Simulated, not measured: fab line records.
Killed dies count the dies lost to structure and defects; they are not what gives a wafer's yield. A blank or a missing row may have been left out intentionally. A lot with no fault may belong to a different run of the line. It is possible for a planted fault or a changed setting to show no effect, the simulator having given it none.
fab line records -- flow nandHarc -- part 1 of 2: steps 1 to 4 of 6
record lots=19, wafers=57, lastDay=24
route steps=1159 shown P_M2@331 P_BONDPAD@368 A_ZERO_WELL@403
lots that met no fault: taken from a fault-free run of the same line
startH: hours from the record's first day to the start of the lot's first wafer shown -- waitH: how many hours have passed since the lot's step before this one -- " as in the row above -- L1.1+2: a single row standing in for several wafers -- - no value present, or no start provided -- * or withheld: withheld -- < > ~ a bound
route shown NAME@n: NAME is a module with steps in the file, n the number in the route of the first one -- usual: mean/standard deviation taken from wafers without a fault -- same: alike in all rows -- chamber/n: place in a boat -- sites: the reading at each site -- _std_site: the values' standard deviation -- _edge_site: inner sites' mean taken away from outer sites' mean -- radiusMm: how far each site lies from the wafer's centre -- mask NAME#n: copy n -- behind: the last tool/chamber to shape the wafer -- hold: reason for holding the lot/hours on hold/outcome of the hold -- device: which transistor (n, p or np) failed to switch -- end of line: the tests these same wafers got at the end of their route -- a step given without rows: its recipe and nothing more -- killed: dies lost to structure and defects at the first sort, not the wafer's yield -- map: dies across one wafer; x = killed, . = not, _ = none there
set.NAME: the run value of the setting; set.NAME@STEP: its run value at that earlier step -- model.NAME: the simulator's own value behind a step, which no gauge read
steps of the route over a sample of lots; a table a step, a row a wafer
services: a tool's chamber out of use, with start hour (startH, from the record's first day; less than 0 if before it), hours out, and reason
## steps
# step NHARC_P_M2_DESCUM_14
# recipe timeS=3, o2FlowSccm=200, arFlowSccm=0, biasPowerW=0, chemistry=O2
# usual drypumpMotorCurrentA=5.8/0.37, oesProductAu=0.995/0.014, rfVppV=57.9/0.91, showerheadPlenumPTorr=1.92/0.092, throttleValvePct=11.312/0.0094
lot.wafer,tool,chamber,startH,waitH,drypumpMotorCurrentA,oesProductAu,rfHoursCounterH,rfVppV,showerheadPlenumPTorr,throttleValvePct
L075.3,rieDiel-12,2,138.84,0.1,5.3,1.012,38,56.7,1.83,11.306
L075.2,rieDiel-12,3,138.84,0.1,5.5,0.994,38,57.2,2.00,11.329
L075.5,rieDiel-12,0,138.84,0.1,6.1,1.006,-,58.8,2.01,11.310
L077.3,rieDiel-03,0,140.33,0.1,5.9,0.995,18,58.0,1.91,11.312
L077.4,rieDiel-03,1,140.33,0.1,6.0,0.992,17,57.0,1.80,11.321
L077.6,rieDiel-03,3,140.33,0.1,6.7,0.977,-,56.8,1.87,11.296
L078.2,rieDiel-01,1,148.08,0.1,5.4,1.002,0,59.6,1.94,11.305
L078.3,rieDiel-01,0,148.08,0.1,6.0,1.002,0,57.9,2.05,11.313
L078.5,rieDiel-01,2,148.08,0.1,5.4,0.993,-,58.4,1.87,11.298
L079.3,rieDiel-01,2,157.12,0.1,5.4,0.978,0,58.0,1.87,11.308
L079.2,rieDiel-01,3,157.12,0.1,6.2,0.991,0,58.0,1.81,11.323
L079.6,rieDiel-01,2,157.12,0.1,5.4,0.975,-,57.8,1.87,11.300
L080.4,rieDiel-03,2,159.94,0.1,5.5,0.981,21,58.7,2.03,11.305
L080.2,rieDiel-03,3,159.94,0.1,6.7,0.978,22,57.9,1.87,11.319
L080.6,rieDiel-03,1,159.94,0.1,6.0,0.992,-,58.3,1.80,11.302
L081.4,rieDiel-12,3,160.21,0.1,5.5,0.991,47,57.7,1.99,11.315
L081.1,rieDiel-12,1,160.21,0.1,5.9,1.025,48,58.0,1.78,11.310
L081.2,rieDiel-12,2,160.21,0.1,5.3,1.009,48,56.6,1.82,11.322
L084.2,rieDiel-03,2,175.03,0.1,5.5,0.990,24,59.7,2.03,11.309
L084.1,rieDiel-03,3,175.03,0.1,6.7,0.978,26,56.2,1.87,11.296
L084.6,rieDiel-03,2,175.03,0.1,5.5,0.981,-,57.2,2.03,11.301
L082.3,rieDiel-01,3,176.76,0.1,6.2,1.003,1,57.4,1.81,11.302
L082.1,rieDiel-01,2,176.76,0.1,5.4,0.970,1,58.2,1.87,11.316
L082.5,rieDiel-01,3,176.76,0.1,6.3,1.003,-,58.0,1.81,11.315
L085.4,rieDiel-01,0,192.68,0.1,6.0,0.990,2,58.5,2.04,11.303
L085.1,rieDiel-01,2,192.68,0.1,5.4,0.964,2,57.4,1.87,11.323
L085.5,rieDiel-01,3,192.68,0.1,6.2,1.005,-,58.2,1.81,11.314
L087.4,rieDiel-03,2,201.98,0.1,5.5,0.994,30,58.2,2.02,11.298
L087.2,rieDiel-03,3,201.98,0.1,6.7,0.980,31,57.2,1.86,11.317
L087.5,rieDiel-03,1,201.98,0.1,6.0,0.989,-,56.8,1.80,11.314
L086.1,rieDiel-01,1,203.30,0.1,5.4,1.014,2,57.1,1.94,11.318
L086.4,rieDiel-01,1,203.30,0.1,5.4,1.006,-,59.0,1.94,11.328
L086.6,rieDiel-01,0,203.30,0.1,6.0,0.999,-,59.5,2.05,11.320
L088.2,rieDiel-01,2,220.71,0.1,5.4,0.976,2,59.2,1.87,11.297
L088.3,rieDiel-01,1,220.71,0.1,5.4,1.006,3,58.2,1.94,11.313
L088.6,rieDiel-01,3,220.71,0.1,6.2,1.008,-,55.9,1.81,11.319
L089.1,rieDiel-01,2,224.59,0.1,5.4,0.988,2,56.2,1.87,11.300
L089.2,rieDiel-01,3,224.59,0.1,6.2,1.011,3,58.6,1.81,11.327
L089.5,rieDiel-01,0,224.59,0.1,6.0,1.005,-,57.1,2.04,11.322
L090.3,rieDiel-01,0,225.40,0.1,6.0,0.999,3,58.1,2.04,11.307
L090.1,rieDiel-01,2,225.40,0.1,5.5,0.983,2,57.5,1.87,11.295
L090.6,rieDiel-01,1,225.40,0.1,5.4,1.006,-,58.6,1.94,11.328
L091.1,rieDiel-01,3,226.12,0.1,6.2,1.015,3,58.1,1.81,11.324
L091.4,rieDiel-01,0,226.12,0.1,6.0,1.000,3,57.8,2.04,11.316
L091.6,rieDiel-01,0,226.12,0.1,6.0,1.004,-,58.4,2.04,11.302
L092.3,rieDiel-01,0,230.89,0.1,6.0,1.002,3,57.6,2.04,11.324
L092.1,rieDiel-01,1,230.89,0.1,5.4,1.003,3,58.6,1.94,11.324
L092.4,rieDiel-01,3,230.89,0.1,6.2,1.023,3,57.5,1.81,11.317
L094.1,rieDiel-01,2,253.97,0.1,5.4,0.967,3,59.1,1.87,11.326
L094.4,rieDiel-01,0,253.97,0.1,6.0,0.991,4,58.4,2.04,11.318
L094.6,rieDiel-01,2,253.97,0.1,5.4,0.972,-,58.2,1.87,11.298
L096.2,rieDiel-01,0,255.56,0.1,6.0,1.002,4,59.3,2.04,11.307
L096.4,rieDiel-01,2,255.56,0.1,5.5,0.977,3,57.6,1.87,11.307
L096.5,rieDiel-01,0,255.56,0.1,6.0,0.992,-,57.6,2.04,11.297
L097.2,rieDiel-12,1,255.94,0.2,5.9,0.989,13,56.8,2.07,11.320
L097.4,rieDiel-12,2,255.94,0.2,5.3,0.985,13,56.9,1.81,11.317
L097.6,rieDiel-12,0,255.94,0.2,6.1,0.967,-,57.7,2.00,11.307
# step NHARC_P_M2_ETCH_35
# recipe targetDepthA=400, overetchA=120, timeS=43.94, ionEnergyEv=200, n2FlowSccm=150, h2FlowSccm=150, arFlowSccm=0, rfW=400, biasW=150, chemistry=N2/H2
# usual drypumpMotorCurrentA=5.8/0.4, h2FlowSccm=149.9/0.49, oesProductAu=0.995/0.013, rfVppV=430.5/2.8, showerheadPlenumPTorr=2.04/0.097, throttleValvePct=14.171/0.0084
lot.wafer,tool,chamber,startH,waitH,drypumpMotorCurrentA,h2FlowSccm,oesProductAu,rfHoursCounterH,rfVppV,showerheadPlenumPTorr,throttleValvePct
L075.2,rieDiel-12,0,138.93,0.1,6.1,149.7,1.001,39,433.8,2.14,14.180
L075.3,rieDiel-12,1,138.93,0.1,5.9,150.0,1.015,40,424.0,1.90,14.168
L075.5,rieDiel-12,1,138.93,0.1,6.0,150.6,1.019,-,426.4,1.90,14.173
L077.3,rieDiel-03,0,140.40,0.1,5.9,149.4,0.982,18,430.0,2.04,14.164
L077.4,rieDiel-03,1,140.40,0.1,6.1,149.6,0.994,17,427.9,1.92,14.154
L077.6,rieDiel-03,1,140.40,0.1,6.0,149.3,1.002,-,427.1,1.92,14.185
L078.3,rieDiel-01,0,148.17,0.1,6.0,148.9,0.997,0,435.0,2.18,14.153
L078.2,rieDiel-01,3,148.17,0.1,6.2,149.1,1.008,0,427.6,1.93,14.168
L078.5,rieDiel-01,0,148.17,0.1,6.0,149.3,0.994,-,433.0,2.18,14.168
L079.2,rieDiel-01,3,157.21,0.1,6.2,149.9,1.011,0,427.5,1.92,14.166
L079.3,rieDiel-01,0,157.21,0.1,6.0,150.3,1.001,0,434.9,2.18,14.169
L079.6,rieDiel-01,2,157.21,0.1,5.4,149.7,0.995,-,428.8,1.99,14.167
L080.2,rieDiel-03,3,160.01,0.1,6.7,150.0,0.979,22,428.2,1.99,14.174
L080.4,rieDiel-03,0,160.01,0.1,5.9,149.8,0.987,24,429.6,2.03,14.169
L080.6,rieDiel-03,2,160.01,0.1,5.5,150.3,0.985,-,433.0,2.16,14.162
L081.1,rieDiel-12,2,160.29,0.1,5.3,150.1,1.001,48,428.6,1.94,14.173
L081.4,rieDiel-12,0,160.29,0.1,6.1,149.7,1.005,47,434.1,2.14,14.176
L081.2,rieDiel-12,1,160.29,0.1,5.9,151.1,1.023,48,425.5,1.89,14.183
L084.2,rieDiel-03,2,175.11,0.1,5.6,149.7,0.997,25,434.1,2.16,14.162
L084.1,rieDiel-03,1,175.11,0.1,6.0,150.1,0.998,26,426.1,1.91,14.154
L084.6,rieDiel-03,3,175.11,0.1,6.7,149.2,0.973,-,427.8,1.99,14.175
L082.3,rieDiel-01,1,176.85,0.1,5.4,149.6,1.009,1,430.8,2.07,14.168
L082.1,rieDiel-01,3,176.85,0.1,6.2,149.8,1.008,1,428.2,1.92,14.166
L082.5,rieDiel-01,0,176.85,0.1,6.0,150.5,0.987,-,435.0,2.18,14.167
L085.1,rieDiel-01,2,192.76,0.1,5.4,149.7,0.975,2,428.8,1.99,14.172
L085.4,rieDiel-01,1,192.76,0.1,5.4,150.3,1.001,2,432.0,2.07,14.182
L085.5,rieDiel-01,2,192.76,0.1,5.4,150.1,0.968,-,429.2,1.99,14.178
L087.4,rieDiel-03,3,202.05,0.1,6.7,149.7,0.992,31,431.3,1.99,14.175
L087.2,rieDiel-03,1,202.05,0.1,6.0,148.9,1.011,31,427.7,1.91,14.172
L087.5,rieDiel-03,0,202.05,0.1,5.9,150.4,1.014,-,430.4,2.03,14.173
L086.1,rieDiel-01,1,203.41,0.1,5.4,150.3,1.005,2,432.4,2.07,14.163
L086.6,rieDiel-01,0,203.41,0.1,6.0,149.2,0.995,-,434.0,2.18,14.178
L086.4,rieDiel-01,1,203.41,0.1,5.4,149.8,1.005,-,431.5,2.07,14.197
L088.3,rieDiel-01,0,220.80,0.1,6.0,150.3,0.994,3,434.1,2.18,14.175
L088.2,rieDiel-01,1,220.80,0.1,5.4,150.2,1.012,3,429.5,2.07,14.175
L088.6,rieDiel-01,3,220.80,0.1,6.2,149.9,1.009,-,427.5,1.92,14.172
L089.2,rieDiel-01,1,224.66,0.1,5.4,150.6,1.007,3,430.2,2.07,14.162
L089.1,rieDiel-01,0,224.66,0.1,6.0,149.9,0.989,3,434.1,2.18,14.155
L089.5,rieDiel-01,2,224.66,0.1,5.4,150.4,0.987,-,429.4,1.99,14.182
L090.1,rieDiel-01,0,225.50,0.1,6.0,150.0,1.010,3,434.5,2.18,14.186
L090.3,rieDiel-01,1,225.50,0.1,5.4,149.4,1.015,3,429.5,2.07,14.170
L090.6,rieDiel-01,2,225.50,0.1,5.4,149.7,0.976,-,428.2,1.99,14.182
L091.1,rieDiel-01,0,226.21,0.1,6.0,150.0,1.006,3,433.3,2.18,14.170
L091.4,rieDiel-01,1,226.21,0.1,5.4,150.7,1.004,3,430.9,2.07,14.183
L091.6,rieDiel-01,0,226.21,0.1,6.0,150.1,0.986,-,435.1,2.18,14.183
L092.3,rieDiel-01,0,230.98,0.1,6.0,150.4,0.992,3,434.5,2.18,14.176
L092.4,rieDiel-01,1,230.98,0.1,5.4,150.0,1.010,3,430.5,2.07,14.182
L092.1,rieDiel-01,3,230.98,0.1,6.2,150.1,1.008,3,426.8,1.92,14.157
L094.4,rieDiel-01,0,254.04,0.1,6.0,149.4,0.996,4,434.3,2.18,14.183
L094.1,rieDiel-01,1,254.04,0.1,5.4,150.3,1.010,4,430.8,2.07,14.167
L094.6,rieDiel-01,1,254.04,0.1,5.4,149.8,0.999,-,431.6,2.07,14.175
L096.4,rieDiel-01,1,255.65,0.1,5.4,150.1,0.999,4,432.2,2.07,14.169
L096.2,rieDiel-01,2,255.65,0.1,5.4,149.9,0.971,3,429.4,1.99,14.169
L096.5,rieDiel-01,2,255.65,0.1,5.4,149.4,0.968,-,428.9,1.99,14.176
L097.4,rieDiel-12,1,256.02,0.1,5.9,150.3,0.982,13,434.7,2.21,14.170
L097.2,rieDiel-12,0,256.02,0.1,6.1,149.9,0.975,14,433.4,2.13,14.173
L097.6,rieDiel-12,2,256.02,0.1,5.4,151.6,0.984,-,426.7,1.93,14.172
# step NHARC_P_M2_ETCH_28
# recipe targetDepthA=300, overEtchFrac=0.3, timeS=72.99, ionEnergyEv=150, cf4FlowSccm=50, n2FlowSccm=100, arFlowSccm=150, rfW=300, biasW=100, chemistry=CF4/N2
# usual drypumpMotorCurrentA=5.9/0.37, oesProductAu=0.996/0.012, rfVppV=314.2/2.2, showerheadPlenumPTorr=2.63/0.12, throttleValvePct=19.794/0.0093
# same overEtchFrac=0.3
lot.wafer,tool,chamber,startH,waitH,drypumpMotorCurrentA,oesProductAu,rfHoursCounterH,rfVppV,showerheadPlenumPTorr,throttleValvePct
L075.3,rieDiel-12,1,-,-,5.9,1.026,40,312.1,2.45,19.800
L075.2,rieDiel-12,0,-,-,6.1,1.004,39,316.3,2.75,19.804
L075.5,rieDiel-12,2,-,-,5.3,0.996,-,311.5,2.51,19.791
L077.4,rieDiel-03,3,-,-,6.7,0.979,19,314.2,2.57,19.788
L077.3,rieDiel-03,2,-,-,5.6,0.992,16,316.5,2.78,19.786
L077.6,rieDiel-03,0,-,-,6.0,0.992,-,315.3,2.62,19.778
L078.3,rieDiel-01,1,-,-,5.4,1.007,0,315.4,2.66,19.793
L078.2,rieDiel-01,2,-,-,5.4,0.996,0,313.2,2.57,19.807
L078.5,rieDiel-01,3,-,-,6.2,1.001,-,311.3,2.49,19.790
L079.2,rieDiel-01,3,-,-,6.3,1.003,0,311.3,2.49,19.800
L079.3,rieDiel-01,0,-,-,6.0,0.995,0,317.0,2.80,19.803
L079.6,rieDiel-01,2,-,-,5.4,0.977,-,313.2,2.57,19.783
L080.4,rieDiel-03,1,-,-,6.1,0.988,23,312.6,2.48,19.786
L080.2,rieDiel-03,2,-,-,5.6,0.977,21,317.2,2.77,19.806
L080.6,rieDiel-03,1,-,-,6.0,0.990,-,311.2,2.48,19.791
L081.2,rieDiel-01,3,-,-,6.2,0.993,0,311.7,2.49,19.805
L081.1,rieDiel-01,1,-,-,5.4,0.995,1,314.5,2.66,19.794
L081.4,rieDiel-01,2,-,-,5.4,0.987,1,311.8,2.57,19.793
L084.2,rieDiel-01,1,-,-,5.4,1.004,1,314.4,2.66,19.793
L084.1,rieDiel-01,2,-,-,5.4,0.987,1,312.5,2.57,19.816
L084.6,rieDiel-01,3,-,-,6.2,1.006,-,311.4,2.49,19.787
L082.1,rieDiel-12,2,-,-,5.4,0.984,55,313.0,2.51,19.791
L082.3,rieDiel-12,3,-,-,5.5,0.982,55,315.1,2.72,19.791
L082.5,rieDiel-12,0,-,-,6.1,0.989,-,316.9,2.74,19.801
L085.4,rieDiel-01,0,-,-,6.0,0.988,2,317.7,2.80,19.778
L085.1,rieDiel-01,2,-,-,5.4,0.977,2,312.7,2.57,19.786
L085.5,rieDiel-01,1,-,-,5.4,1.011,-,314.6,2.66,19.796
L087.2,rieDiel-01,3,202.65,-,6.2,1.006,2,311.5,2.49,19.786
L087.4,rieDiel-01,0,202.65,-,6.0,0.997,-,316.6,2.80,19.785
L087.5,rieDiel-01,1,202.65,-,5.4,1.013,-,314.2,2.66,19.795
L086.1,rieDiel-01,3,-,-,6.2,1.015,3,314.6,2.49,19.783
L086.4,rieDiel-01,3,-,-,6.3,1.026,-,311.6,2.49,19.791
L086.6,rieDiel-01,0,-,-,6.0,0.994,-,316.3,2.80,19.793
L088.3,rieDiel-01,3,-,-,6.3,1.020,3,311.2,2.49,19.798
L088.2,rieDiel-01,1,-,-,5.4,1.019,3,314.1,2.66,19.784
L088.6,rieDiel-01,2,-,-,5.4,0.983,-,314.3,2.57,19.779
L089.1,rieDiel-01,0,-,-,6.0,0.992,3,316.9,2.80,19.791
L089.2,rieDiel-01,1,-,-,5.4,0.999,3,315.2,2.66,19.809
L089.5,rieDiel-01,1,-,-,5.4,1.011,-,313.9,2.66,19.777
L090.1,rieDiel-03,0,-,-,5.9,1.000,0,314.6,2.61,19.790
L090.3,rieDiel-03,1,-,-,6.0,0.995,0,310.0,2.47,19.793
L090.6,rieDiel-03,2,-,-,5.5,0.995,-,316.8,2.77,19.818
L091.4,rieDiel-03,0,-,-,5.9,0.985,0,315.0,2.61,19.796
L091.1,rieDiel-03,2,-,-,5.5,0.996,0,317.2,2.77,19.805
L091.6,rieDiel-03,0,-,-,5.9,0.992,-,314.7,2.61,19.796
L092.3,rieDiel-01,0,-,-,6.0,0.988,4,316.2,2.80,19.800
L092.1,rieDiel-01,1,-,-,5.4,0.997,3,314.1,2.66,19.811
L092.4,rieDiel-01,2,-,-,5.4,0.966,3,312.5,2.57,19.799
L094.4,rieDiel-01,0,-,-,6.0,1.001,4,317.9,2.80,19.794
L094.1,rieDiel-01,1,-,-,5.4,1.007,4,315.6,2.66,19.811
L094.6,rieDiel-01,0,-,-,6.0,1.001,-,316.3,2.80,19.786
L096.2,rieDiel-03,1,-,-,6.0,1.003,6,309.2,2.47,19.806
L096.4,rieDiel-03,3,-,-,6.7,0.976,6,312.8,2.56,19.790
L096.5,rieDiel-03,0,-,-,5.9,0.995,-,314.0,2.61,19.800
L097.4,rieDiel-01,1,-,-,5.4,1.005,4,312.8,2.66,19.790
L097.2,rieDiel-01,3,-,-,6.2,1.013,4,311.5,2.49,19.799
L097.6,rieDiel-01,0,-,-,6.0,0.997,-,315.8,2.79,19.798
# step NHARC_P_BONDPAD_ETCH_37
# recipe targetDepthA=600, overetchA=180, timeS=65.91, ionEnergyEv=200, n2FlowSccm=150, h2FlowSccm=150, arFlowSccm=0, rfW=400, biasW=150, chemistry=N2/H2
# usual drypumpMotorCurrentA=5.7/0.65, h2FlowSccm=150.0/0.4, oesProductAu=1.001/0.01, rfVppV=431.0/3, showerheadPlenumPTorr=2.06/0.1, throttleValvePct=14.171/0.0099
lot.wafer,tool,chamber,startH,waitH,drypumpMotorCurrentA,h2FlowSccm,oesProductAu,rfHoursCounterH,rfVppV,showerheadPlenumPTorr,throttleValvePct
L075.2,rieDiel-02,0,143.70,0.1,5.0,149.6,1.023,16,426.7,1.93,14.162
L075.3,rieDiel-02,3,143.70,0.1,6.7,150.6,0.992,15,431.7,2.10,14.167
L075.5,rieDiel-02,1,143.70,0.1,5.2,149.2,1.013,-,433.5,2.13,14.165
L077.3,rieDiel-02,3,145.43,0.1,6.6,150.1,0.996,16,434.3,2.10,14.173
L077.4,rieDiel-02,0,145.43,0.1,5.0,149.0,1.003,16,428.3,1.93,14.160
L077.6,rieDiel-02,2,145.43,0.1,6.2,150.4,1.000,-,435.3,2.17,14.173
L078.2,rieDiel-05,1,152.82,0.2,5.7,149.9,1.005,56,429.4,2.03,14.173
L078.3,rieDiel-05,3,152.82,0.2,6.5,149.9,1.007,57,425.8,1.91,14.176
L078.5,rieDiel-05,1,152.82,0.2,5.7,150.3,1.015,-,429.6,2.03,14.167
L079.2,rieDiel-02,3,162.16,0.1,6.5,149.6,1.002,0,431.2,2.10,14.172
L079.3,rieDiel-02,0,162.16,0.1,5.0,150.4,1.007,0,428.1,1.93,14.178
L079.6,rieDiel-02,2,162.16,0.1,6.2,149.9,1.004,-,433.5,2.17,14.182
L080.4,rieDiel-02,2,165.12,0.1,6.2,149.9,0.999,1,435.3,2.17,14.185
L080.2,rieDiel-02,3,165.12,0.1,6.6,150.2,1.001,1,432.5,2.10,14.167
L080.6,rieDiel-02,0,165.12,0.1,5.0,150.3,1.008,-,427.6,1.93,14.159
L081.4,rieDiel-02,1,165.26,0.1,5.2,150.5,1.007,1,434.3,2.13,14.171
L081.1,rieDiel-02,2,165.26,0.1,6.2,150.9,1.001,1,434.0,2.17,14.171
L081.2,rieDiel-02,3,165.26,0.1,6.6,150.1,0.997,1,432.7,2.10,14.168
L084.1,rieDiel-02,0,180.09,0.1,5.0,149.8,1.008,2,427.7,1.93,14.178
L084.2,rieDiel-02,1,180.09,0.1,5.3,150.2,1.000,2,434.2,2.13,14.186
L084.6,rieDiel-02,3,180.09,0.1,6.6,149.9,0.991,-,432.7,2.10,14.171
L082.3,rieDiel-02,0,181.42,0.1,5.0,149.1,1.015,3,427.4,1.93,14.168
L082.1,rieDiel-02,3,181.42,0.1,6.6,150.2,0.997,2,431.1,2.10,14.192
L082.5,rieDiel-02,3,181.42,0.1,6.6,149.9,1.003,-,432.1,2.10,14.168
L085.1,rieDiel-02,0,197.56,0.1,5.0,150.3,1.013,4,427.0,1.92,14.173
L085.4,rieDiel-02,1,197.56,0.1,5.3,149.8,1.006,4,433.5,2.13,14.165
L085.5,rieDiel-02,2,197.56,0.1,6.2,149.6,0.997,-,433.8,2.17,14.186
L087.2,rieDiel-02,2,206.85,0.1,6.2,149.8,0.991,5,432.0,2.16,14.176
L087.4,rieDiel-02,0,206.85,0.1,5.0,149.8,1.001,6,426.2,1.92,14.170
L087.5,rieDiel-02,2,206.85,0.1,6.2,150.0,0.995,-,434.2,2.17,14.183
L086.4,rieDiel-02,1,208.04,0.1,5.2,150.1,0.999,5,433.4,2.13,14.174
L086.1,rieDiel-02,2,208.04,0.1,6.2,150.5,0.987,6,434.0,2.16,14.156
L086.6,rieDiel-02,3,208.04,0.1,6.6,149.9,0.998,-,432.0,2.10,14.174
L088.3,rieDiel-02,1,226.10,0.1,5.2,149.7,0.993,6,433.0,2.13,14.186
L088.2,rieDiel-02,2,226.10,0.1,6.2,150.3,1.002,6,433.5,2.16,14.175
L088.6,rieDiel-02,0,226.10,0.1,5.0,150.6,1.011,-,425.9,1.92,14.163
L089.1,rieDiel-02,1,229.39,0.1,5.3,150.3,1.002,6,432.4,2.13,14.181
L089.2,rieDiel-02,2,229.39,0.1,6.2,149.7,1.019,7,433.2,2.16,14.176
L089.5,rieDiel-02,2,229.39,0.1,6.2,149.9,1.001,-,434.2,2.16,14.170
L090.3,rieDiel-02,2,230.14,0.1,6.2,150.2,1.017,7,434.2,2.16,14.156
L090.1,rieDiel-02,0,230.14,0.1,5.0,150.1,1.023,7,427.3,1.92,14.168
L090.6,rieDiel-02,2,230.14,0.1,6.2,149.8,1.016,-,433.8,2.16,14.172
L091.1,rieDiel-11,2,230.88,0.1,6.1,150.0,0.986,14,434.5,2.21,14.163
L091.4,rieDiel-11,3,230.88,0.1,6.6,150.6,0.997,15,427.9,1.92,14.172
L091.6,rieDiel-11,3,230.88,0.1,6.6,149.8,0.996,-,428.1,1.92,14.155
L092.1,rieDiel-02,0,235.43,0.1,5.0,150.4,1.018,8,426.1,1.92,14.181
L092.4,rieDiel-02,1,235.43,0.1,5.2,150.4,1.014,7,432.3,2.13,14.172
L092.3,rieDiel-02,2,235.43,0.1,6.2,149.7,1.012,7,434.7,2.16,14.164
L094.1,rieDiel-02,2,258.66,0.1,6.2,150.1,1.003,9,432.0,2.16,14.173
L094.4,rieDiel-02,3,258.66,0.1,6.7,150.2,0.982,10,432.3,2.10,14.175
L094.6,rieDiel-02,1,258.66,0.1,5.2,149.9,1.016,-,432.9,2.13,14.170
L096.2,rieDiel-05,1,260.88,0.1,5.7,150.6,0.990,33,431.4,2.01,14.171
L096.4,rieDiel-05,3,260.88,0.1,6.5,149.7,1.000,34,426.1,1.90,14.151
L096.5,rieDiel-05,1,260.88,0.1,5.7,149.7,0.984,-,429.6,2.01,14.184
L097.2,rieDiel-11,1,261.38,0.1,5.7,149.9,1.014,25,434.1,2.19,14.157
L097.4,rieDiel-11,1,261.38,0.1,5.7,149.7,1.006,-,434.9,2.19,14.181
L097.6,rieDiel-11,3,261.38,0.1,6.6,149.8,0.989,-,426.8,1.91,14.167
